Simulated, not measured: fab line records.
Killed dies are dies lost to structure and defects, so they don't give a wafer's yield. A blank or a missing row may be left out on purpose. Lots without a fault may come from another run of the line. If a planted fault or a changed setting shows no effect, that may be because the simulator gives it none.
Which tool is to blame? -- flow n5Finfet -- 36 wafers from 12 lots sampled at 3 of the route's 1938 steps

== WHAT THE GAUGES SHOWED, per wafer ==
N5_BEOL_M5_CD_MEAS_28: target cd 30.6 nm, target cd y 20 nm.
lot,measured,on,cdNm (nm)
L075,day 8 21:19,cdSem-01,30.3 30.1 30.2
L077,day 9 08:49,cdSem-01,30.1 30.7 30.5
L080,day 10 00:45,cdSem-02,30.1 30.4 30.5
L079,day 10 03:32,cdSem-02,30.0 30.5 30.0
L082,day 10 19:24,cdSem-03,30.1 30.2 30.3
L086,day 11 12:03,cdSem-03,30.9 30.4 30.4
L087,day 12 03:36,cdSem-01,30.7 30.6 30.3
L088,day 12 07:04,cdSem-01,30.2 30.4 30.3
L091,day 13 00:32,cdSem-01,30.8 30.4 30.5
L093,day 13 09:13,cdSem-03,30.3 30.4 30.9
L094,day 14 02:52,cdSem-02,30.5 31.1 30.9
L097,day 14 11:05,cdSem-02,30.5 30.9 30.9

== WHICH TOOL RAN EACH LOT (tool, then ch and the chambers of the sampled wafers, then the start) ==
lot,N5_BEOL_M4_SPUTTER_96,N5_BEOL_M5_ILD_DEP_00
L075,"pvdSputter-02, day 8 16:09","pecvd-02 ch 0,2, day 8 18:14"
L077,"pvdSputter-01, day 9 04:10","pecvd-01 ch 1,2, day 9 06:15"
L080,"pvdSputter-03, day 9 19:09","pecvd-04 ch 0,1, day 9 21:16"
L079,"pvdSputter-01, day 9 23:08","pecvd-01 ch 0,1,2, day 10 01:12"
L082,"pvdSputter-01, day 10 14:39","pecvd-04 ch 0,1, day 10 16:43"
L086,"pvdSputter-03, day 11 06:29","pecvd-02 ch 1,2, day 11 08:34"
L087,"pvdSputter-03, day 11 20:38","pecvd-04 ch 0,2, day 11 23:19"
L088,"pvdSputter-02, day 12 01:05","pecvd-02 ch 0,1, day 12 03:09"
L091,"pvdSputter-03, day 12 19:43","pecvd-02 ch 0,1,2, day 12 21:49"
L093,"pvdSputter-03, day 13 04:49","pecvd-01 ch 0,1, day 13 07:07"
L094,"pvdSputter-01, day 13 20:38","pecvd-01 ch 0,2, day 13 22:50"
L097,"pvdSputter-01, day 14 02:56","pecvd-04 ch 0,2, day 14 05:46"
- N5_BEOL_M4_SPUTTER_96: material Cu, target thk 4.5 nm, time 8.29 s.
- N5_BEOL_M5_ILD_DEP_00: deposits SiCOH lowk from DEMS/porogen, target thk 140.64 nm, time 25.9 s.

== THE ANSWER, worked out from the rows above alone ==
Rule: the lots themselves supply what counts as usual. The widest of any qualifying gaps counts: lots, ordered by their means at a reading, are off when they make up no more than a third of the lots, leave a main group of 4 or more, and stand apart from it by 3 or more times the standard deviation of that group's means. If all means in a main group match to the digits the tables above print for the reading, that group is not used. Also off: a lot with no number at a reading for which 4 or more lots have one. Any other lot the step has rows for is counted as sound.
No lot is off on any of the readings shown, so nothing can be concluded from this.

== WHAT THE SIMULATOR PUT IN ==
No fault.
